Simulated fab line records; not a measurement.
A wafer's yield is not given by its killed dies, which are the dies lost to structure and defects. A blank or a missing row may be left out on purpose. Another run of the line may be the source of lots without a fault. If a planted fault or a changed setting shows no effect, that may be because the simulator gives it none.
Which tool was responsible? || flow n5Finfet || Sampling: 10 lots, 29 wafers, 2 of 1938 route steps

WHAT EACH GAUGE READ, for each wafer
N5_WELL_APT_CD_MEAS_08 targets a cd of 200 nm.
{"lot": "L598", "measured": "day 1 13:34", "on": "cdSem-03", "cdNm (nm)": "198.6 203.8"}
{"lot": "L599", "measured": "day 1 19:46", "on": "cdSem-02", "cdNm (nm)": "201.8 197.5 197.7"}
{"lot": "L601", "measured": "day 2 07:55", "on": "cdSem-01", "cdNm (nm)": "201.4 197.5 199.1"}
{"lot": "L605", "measured": "day 3 07:43", "on": "cdSem-02", "cdNm (nm)": "204.0 201.5 200.6"}
{"lot": "L608", "measured": "day 4 01:49", "on": "cdSem-01", "cdNm (nm)": "201.1 198.4 203.5"}
{"lot": "L609", "measured": "day 4 07:53", "on": "cdSem-02", "cdNm (nm)": "200.1 198.7 200.9"}
{"lot": "L613", "measured": "day 5 08:02", "on": "cdSem-02", "cdNm (nm)": "202.3 201.0 201.0"}
{"lot": "L616", "measured": "day 6 01:41", "on": "cdSem-03", "cdNm (nm)": "203.8 201.9 205.0"}
{"lot": "L619", "measured": "day 6 20:28", "on": "cdSem-01", "cdNm (nm)": "198.6 201.4 197.5"}
{"lot": "L620", "measured": "day 7 01:34", "on": "cdSem-03", "cdNm (nm)": "200.3 202.7 199.4"}

EACH LOT AND THE TOOL THAT RAN IT (in order: tool; ch and the chambers of the sampled wafers; start)
{"lot": "L598", "N5_WELL_APT_COAT_02": "lithoTrack-03 ch 0, day 1 13:17"}
{"lot": "L599", "N5_WELL_APT_COAT_02": "lithoTrack-01 ch 0, day 1 19:22"}
{"lot": "L601", "N5_WELL_APT_COAT_02": "lithoTrack-01 ch 0, day 2 07:31"}
{"lot": "L605", "N5_WELL_APT_COAT_02": "lithoTrack-05 ch 0, day 3 07:19"}
{"lot": "L608", "N5_WELL_APT_COAT_02": "lithoTrack-01 ch 0, day 4 01:25"}
{"lot": "L609", "N5_WELL_APT_COAT_02": "lithoTrack-01 ch 0, day 4 07:37"}
{"lot": "L613", "N5_WELL_APT_COAT_02": "lithoTrack-01 ch 0, day 5 07:46"}
{"lot": "L616", "N5_WELL_APT_COAT_02": "lithoTrack-01 ch 0, day 6 01:17"}
{"lot": "L619", "N5_WELL_APT_COAT_02": "lithoTrack-03 ch 0, day 6 20:04"}
{"lot": "L620", "N5_WELL_APT_COAT_02": "lithoTrack-05 ch 0, day 7 01:17"}
- N5_WELL_APT_COAT_02: resist thk 950 nm.

THE ANSWER, worked out from the rows above alone
Rule: what is usual is taken from the lots themselves. The widest of any qualifying gaps counts: lots, ordered by their means at a reading, are off when they make up no more than a third of the lots, leave a main group of 4 or more, and stand apart from it by 3 or more times the standard deviation of that group's means. The tables above print the reading to a certain number of digits; a main group whose means all agree to those digits is not used. Also off: a lot with no number at a reading for which 4 or more lots have one. Any other lot the step has rows for is counted as sound.
None of the lots is off at any reading shown; this tells nothing.

WHAT WAS PUT IN BY THE SIMULATOR
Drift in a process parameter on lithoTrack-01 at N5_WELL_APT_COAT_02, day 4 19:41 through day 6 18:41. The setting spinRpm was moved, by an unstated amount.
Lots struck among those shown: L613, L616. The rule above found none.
